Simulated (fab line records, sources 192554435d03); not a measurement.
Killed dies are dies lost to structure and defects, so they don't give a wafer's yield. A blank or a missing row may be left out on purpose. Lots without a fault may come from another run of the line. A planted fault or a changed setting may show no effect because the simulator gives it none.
Chamber matching | flow n5_finfet | N5_BEOL_M10_CURE_72 on uv_cure-01: 3 sister chambers
The step cures SiCOH lowk, time 120 s. 3 wafers are shown with their chamber, then 10 later ones without.

WAFERS WITH THEIR CHAMBER
wafer  | chamber | wafer_temp_C_max
L085.6 | 1       | 372.2
L086.5 | 0       | 371.1
L091.4 | 2       | 371.0

WAFERS WITHOUT THEIR CHAMBER
wafer  | wafer_temp_C_max
L091.6 | 370.9
L090.1 | 372.4
L090.3 | 371.6
L090.6 | 372.4
L089.2 | 371.5
L089.3 | 371.1
L089.5 | 370.8
L095.2 | 370.6
L095.4 | 370.7
L095.5 | 371.0

WHICH CHAMBER EACH WENT THROUGH
wafer  | from the rows above          | in truth
L091.6 | can't be placed: 2 or 0      | 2
L090.1 | 1                            | 1
L090.3 | can't be placed: 0 or 1 or 2 | 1
L090.6 | 1                            | 1
L089.2 | can't be placed: 0 or 2 or 1 | 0
L089.3 | can't be placed: 0 or 2      | 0
L089.5 | can't be placed: 2 or 0      | 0
L095.2 | can't be placed: 2 or 0      | 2
L095.4 | can't be placed: 2 or 0      | 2
L095.5 | can't be placed: 2 or 0      | 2
Placed correctly: 2 of 10. Can't be placed from these rows: 8 (the true chamber is among the candidates in 8). Placed wrongly: 0.
How it was worked out, from the rows above alone: a wafer's distance from a chamber is the root of the sum, over the readings, of the square of ((its reading less the chamber's mean) divided by the reading's scatter). The wafer belongs to the nearest chamber; if the next one is less than 2 further off, it can't be placed. A chamber's mean is the mean of its shown wafers. The scatter: with one shown wafer a chamber, the root of the mean of the squares of how far each hidden wafer lies from its nearest shown one.
